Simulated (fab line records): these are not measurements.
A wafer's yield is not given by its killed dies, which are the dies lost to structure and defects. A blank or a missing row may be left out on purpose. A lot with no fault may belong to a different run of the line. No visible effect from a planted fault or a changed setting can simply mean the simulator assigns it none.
Struck lot and sound lot, side by side :: flow n5-finfet :: 25 steps out of a route of 1938
Sound: the wafers L850.1, L850.2, L850.4. Struck: wafers L848.4, L848.5, L848.6. Last of all comes the cause.
Each step with rows lists, per side, the tool, then ch with its chambers, then its first start. Under that, the readings that differ: sound wafers :: struck wafers :: difference of the means :: sigmas: that difference in standard deviations of wafers without a fault.
alike: readings with means less than 2 such deviations apart, plus words and numbers identical on both sides. not compared: withheld readings, readings lacking a value on some wafer, bounds such as >300 that could conceal the same value, and numbers that have no deviation in the record and whose values overlap.
The two part at a step that has a row with sigmas, a row that says differs or no value, or rows on one side only. When numbers do not overlap yet have no deviation, they are printed without sigmas and do not part them. A reading that every wafer of one side lacks parts them only if that side has two wafers or more.

first, 12 steps without rows for these wafers: N5_SD_EPI_P_ETCH_36 (etches SiARC in CF4, target depth 45.5 nm, time 75.8 s); N5_SD_EPI_P_ETCH_37 (etches SOC in N2/H2, overetch 108 nm, time 486 s); N5_SD_EPI_P_STRIP_38 (strips in N2/H2); N5_SD_EPI_P_ETCHBACK_46 (etches SiNx in CH3F/O2, stops on SiO2, target depth 17.5 nm); N5_SD_EPI_P_ETCH_47 (etches SiOCN in CH3F/O2, target depth 25 nm); N5_SD_EPI_P_ETCH_16 (etches SiO2 in CHF3/O2, target depth 5 nm); N5_SD_EPI_P_STRIP_50 (strips in CHF3/O2); N5_SD_EPI_P_SD_RECESS_17 (chemistry HBr/Cl2/O2, target depth 39.1 nm, bt time 3 s); N5_SD_EPI_P_WET_ETCH_45 (etches SiO2 in dHF, time 10.7 s, target depth 2 nm, rinse time 30 s); N5_SD_EPI_P_STRIP_40 (strips in N2/H2); N5_SD_EPI_P_PRECLEAN_52 (cleans in O3/DIW, time 60 s); N5_SD_EPI_P_SRD_20 (time 30 s).
N5_SD_EPI_P_PRECLEAN_51: cleans in NF3:NH3, afs cycles 1, time 20 s, sublimation time 60 s.
  sound on epi-rpcvd-03 ch 0, day 8 10:11; struck on epi-rpcvd-01 ch 0, day 8 06:52
then, 8 steps without rows for these wafers: N5_SD_EPI_P_VAPOR_ETCH_44 (etches SiGe30 in NF3/Ar, time 3.3 s); N5_SD_EPI_P_EPI_21 (deposits SiGe:B, time 355 s); N5_SD_EPI_P_HM_STRIP_48 (strips SiNx in H3PO4, material SiNx, target depth 3 nm); N5_SD_EPI_P_SRD_49 (time 30 s); N5_SD_EPI_P_PRECLEAN_24 (cleans in O3/DIW, time 45 s); N5_SD_EPI_P_PRECLEAN_32 (cleans in dHF, time 10 s); N5_SD_EPI_P_PRECLEAN_33 (cleans in SC2, time 45 s); N5_SD_EPI_P_SRD_25 (time 30 s).
N5_SD_EPI_P_INSPECT_26: inspects for defects (darkfield).
  struck on defect-inspect-01, day 8 09:31; sound on defect-inspect-01, day 8 13:45
reading: raw-defect-count
sound: 237 224 270
struck: 1263 1219 1319
difference: +1023
sigmas: +26
then, 1 step without rows for these wafers: N5_SD_ACTIVATION_RTA_00 (time 0 s).
-- record jumps: 4 days separate the struck wafers' starts on either side; left off in module SD_ACTIVATION, taken up again in module BEOL_M4, whose first shown step is the route's number 1111 --
N5_BEOL_M4_RC_MEAS_101:
  sound on prober-02 ch 0, day 13 19:33; struck on prober-01 ch 0, day 12 17:43
  alike: DIBL_N, DIBL_P, IOFF_N, IOFF_P, ION_N, ION_P, SS_N, SS_P, VT_N, VT_P
-- the record jumps here: 5 days lie between the struck wafers' starts before and after (it left off in module BEOL_M4 and takes up again in module PASSIVATION, whose first step shown is number 1936 of the route) --
N5_PASSIVATION_PROBE_49:
  only the struck wafers here have rows in the record (prober-02, day 17 09:56); the sound ones have none

WHERE THEY PART
Earliest at N5_SD_EPI_P_INSPECT_26; latest, in this record, at N5_PASSIVATION_PROBE_49.

WHY: the cause the simulator had injected
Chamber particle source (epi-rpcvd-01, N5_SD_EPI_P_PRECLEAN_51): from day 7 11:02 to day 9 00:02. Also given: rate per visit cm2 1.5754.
